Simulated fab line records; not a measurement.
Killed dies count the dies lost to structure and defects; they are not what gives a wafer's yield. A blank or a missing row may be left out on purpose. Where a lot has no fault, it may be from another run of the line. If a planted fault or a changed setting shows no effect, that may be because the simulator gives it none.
Split-lot trial | flow n5Finfet | route with 1938 steps; 7 lots, 21 wafers read

ON THE SPLIT
At N5_SD_EPI_P_COAT_34 (time 60 s, resist thk 350 nm), the setting spinRpm was moved away from the recipe's 1500 rpm on 6 of the 21 wafers read, by -5.0% to +9.8%. This setting was run at the recipe's value on the other wafers.

The reading comes from the split's own step.

THE READING
SOC_of_SD_EPI_P_COAT_34.thkNm (the simulator's own value, which no gauge read), in nm, at N5_SD_EPI_P_COAT_34 (time 60 s, resist thk 350 nm). No usual value for it is given in the file. The 15 wafers here that ran the recipe average 350.0 nm, standard deviation 1.1 nm.

wafer  | tool, chamber at the split | spinRpm as run, rpm | against the recipe | SOC_of_SD_EPI_P_COAT_34.thkNm, nm | against lot-mates on the recipe
L074.2 | lithoTrack-03, 0           | 1500                | recipe             | 351.2                             | -
L074.4 | lithoTrack-03, 0           | 1500                | recipe             | 351.4                             | -
L074.5 | lithoTrack-03, 0           | 1500                | recipe             | 351.4                             | -
L075.1 | lithoTrack-05, 0           | 1500                | recipe             | 347.8                             | -
L075.2 | lithoTrack-05, 0           | 1500                | recipe             | 348.2                             | -
L075.5 | lithoTrack-05, 0           | 1500                | recipe             | 349.4                             | -
L079.1 | lithoTrack-05, 0           | 1500                | recipe             | 350.8                             | -
L079.2 | lithoTrack-05, 0           | 1500                | recipe             | 349.4                             | -
L079.4 | lithoTrack-05, 0           | 1500                | recipe             | 349.4                             | -
L088.1 | lithoTrack-03, 0           | 1593                | +6.2%              | 339.4                             | -10.8
L088.2 | lithoTrack-03, 0           | 1500                | recipe             | 350.2                             | -
L088.6 | lithoTrack-03, 0           | 1593                | +6.2%              | 338.8                             | -11.4
L091.1 | lithoTrack-03, 0           | 1500                | recipe             | 350.2                             | -
L091.5 | lithoTrack-03, 0           | 1500                | recipe             | 350.4                             | -
L091.6 | lithoTrack-03, 0           | 1647                | +9.8%              | 334                               | -16.3
L093.2 | lithoTrack-03, 0           | 1425                | -5.0%              | 359.4                             | +9.8
L093.3 | lithoTrack-03, 0           | 1500                | recipe             | 349.6                             | -
L093.5 | lithoTrack-03, 0           | 1500                | recipe             | 349.6                             | -
L094.1 | lithoTrack-03, 0           | 1500                | recipe             | 351                               | -
L094.2 | lithoTrack-03, 0           | 1628                | +8.5%              | 336                               | -15.0
L094.5 | lithoTrack-03, 0           | 1628                | +8.5%              | 336.2                             | -14.8

FIT RESULTS
A straight line over all 21 wafers: SOC_of_SD_EPI_P_COAT_34.thkNm changes by -1.68 nm for each +1% of spinRpm; r = -0.99; the points scatter about the line by 1 nm.
The same after taking each lot's own level away (the mean of its wafers on the recipe; 21 wafers): -1.76 nm for each +1%; r = -1.00; scatter 0.5 nm.
Per that fit: largest spinRpm move, reading shift of 17 nm.
The lots' own levels span 348.47 to 351.33 nm, that is 2.7 times the standard deviation above.
The two slopes are in agreement: the lot-to-lot level therefore moves the slope only a little.
Check: for one of the wafers moved furthest among these (+9.8%), held out of the fit, the line's prediction against its lot-mates is -17.5 nm. Against them it came out at -16.3 nm.

OTHER SPLITS APPLIED TO THESE WAFERS
Note: prior to the reading, these wafers also went through further splits. Each is held against what the fit with the lots' levels taken away leaves over:
other split on the same wafers        | wafers away from the commonest value | r with SOC_of_SD_EPI_P_COAT_34.thkNm (lot level and that fit taken away)
N5_ZERO_LAYER_COAT_05 spinRpm         | 5                                    | +0.16
N5_ZERO_LAYER_DEVELOP_10 developTimeS | 6                                    | +0.14
N5_WELL_APT_EXPOSE_22 doseMj          | 2                                    | -0.35
N5_WELL_APT_PEB_23 pebTimeS           | 5                                    | -0.52
N5_FIN_SAQP_SPACER1_ALD_24 aldCycles  | 9                                    | +0.13
N5_FIN_CUT_COAT_19 spinRpm            | 9                                    | +0.04

THE FILE'S OWN FIT
SOC_of_SD_EPI_P_COAT_34.thkNm changes by -1.74 nm for each +1% of spinRpm, r = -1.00.
